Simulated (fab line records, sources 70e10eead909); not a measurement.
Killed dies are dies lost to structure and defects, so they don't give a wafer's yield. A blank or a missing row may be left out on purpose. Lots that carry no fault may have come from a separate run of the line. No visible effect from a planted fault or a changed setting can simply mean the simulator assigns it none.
Chamber matching :: flow nand harc :: NHARC_A_STAIRCASE_TRIM_196 on rie diel-07: 4 sister chambers
The step chemistry O2, time 211.2 s. 4 wafers are shown with their chamber, then 8 later ones without.

== WAFERS, EACH WITH ITS CHAMBER ==
wafer: L082.5
chamber: 0
drypump motor current A (A): 5.4

wafer: L084.5
chamber: 3
drypump motor current A (A): 5.1

wafer: L084.6
chamber: 2
drypump motor current A (A): 6.1

wafer: L087.3
chamber: 1
drypump motor current A (A): 6.7

== WAFERS WITH NO CHAMBER GIVEN ==
wafer: L087.5
drypump motor current A (A): 5.1

wafer: L087.6
drypump motor current A (A): 5.3

wafer: L091.1
drypump motor current A (A): 5.3

wafer: L091.3
drypump motor current A (A): 6.6

wafer: L091.4
drypump motor current A (A): 6.2

wafer: L097.1
drypump motor current A (A): 5.1

wafer: L097.2
drypump motor current A (A): 6.7

wafer: L097.3
drypump motor current A (A): 6.2

== WHICH CHAMBER EACH WENT THROUGH ==
wafer: L087.5
from the rows above: 3
in truth: 3

wafer: L087.6
from the rows above: can't be placed: 0 or 3
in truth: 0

wafer: L091.1
from the rows above: can't be placed: 0 or 3
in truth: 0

wafer: L091.3
from the rows above: 1
in truth: 1

wafer: L091.4
from the rows above: 2
in truth: 2

wafer: L097.1
from the rows above: 3
in truth: 3

wafer: L097.2
from the rows above: 1
in truth: 1

wafer: L097.3
from the rows above: 2
in truth: 2
Correct placement for 6 of the 8. Unplaceable from these rows: 2, with the true chamber sitting among the candidates in 2. Wrongly placed: 0.
How it was worked out, from the rows above alone: a wafer's distance from a chamber is the root of the sum, over the readings, of the square of ((its reading less the chamber's mean) divided by the reading's scatter). If the next closest chamber is less than 2 further off than the closest, the wafer can't be placed; otherwise it belongs to the closest. A chamber's mean is the mean of its shown wafers. The scatter (one wafer shown for each chamber): square how far every hidden wafer sits from the nearest shown wafer, average those squares and take the square root.
